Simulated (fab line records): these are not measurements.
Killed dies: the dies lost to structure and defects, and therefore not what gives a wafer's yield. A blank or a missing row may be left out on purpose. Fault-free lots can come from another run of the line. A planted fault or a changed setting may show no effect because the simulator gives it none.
Matching of chambers || flow nand-harc || NHARC_A_CONTACT_DEP_29 on pecvd-02 has 3 sister chambers
The step deposits SiON, target thk 70 nm. 3 wafers are shown with their chamber, then 8 later ones without.

WAFERS WITH THEIR CHAMBER
{"wafer": "L087.1", "chamber": 0, "showerhead-vpp-V (V)": 1225}
{"wafer": "L086.6", "chamber": 2, "showerhead-vpp-V (V)": 1085}
{"wafer": "L088.2", "chamber": 1, "showerhead-vpp-V (V)": 1163}

WAFERS WITHOUT THEIR CHAMBER
{"wafer": "L088.4", "showerhead-vpp-V (V)": 1175}
{"wafer": "L088.5", "showerhead-vpp-V (V)": 1090}
{"wafer": "L089.2", "showerhead-vpp-V (V)": 1211}
{"wafer": "L089.3", "showerhead-vpp-V (V)": 1103}
{"wafer": "L089.4", "showerhead-vpp-V (V)": 1095}
{"wafer": "L092.1", "showerhead-vpp-V (V)": 1090}
{"wafer": "L092.2", "showerhead-vpp-V (V)": 1167}
{"wafer": "L092.6", "showerhead-vpp-V (V)": 1223}

WHICH CHAMBER EACH ONE RAN IN
{"wafer": "L088.4", "from the rows above": 1, "in truth": 1}
{"wafer": "L088.5", "from the rows above": 2, "in truth": 2}
{"wafer": "L089.2", "from the rows above": 0, "in truth": 0}
{"wafer": "L089.3", "from the rows above": 2, "in truth": 2}
{"wafer": "L089.4", "from the rows above": 2, "in truth": 2}
{"wafer": "L092.1", "from the rows above": 2, "in truth": 2}
{"wafer": "L092.2", "from the rows above": 1, "in truth": 1}
{"wafer": "L092.6", "from the rows above": 0, "in truth": 0}
8 of 8 placed correctly. Can't be placed from these rows: 0. Number placed wrongly: 0.
How it was worked out, from the rows above alone: a wafer's distance from a chamber is the root of the sum, over the readings, of the square of ((its reading less the chamber's mean) divided by the reading's scatter). The wafer belongs to the nearest chamber; if the next one is less than 2 further off, it can't be placed. Each chamber's mean is taken over the wafers shown for it. The scatter (one wafer shown for each chamber): square how far every hidden wafer sits from the nearest shown wafer, average those squares and take the square root.
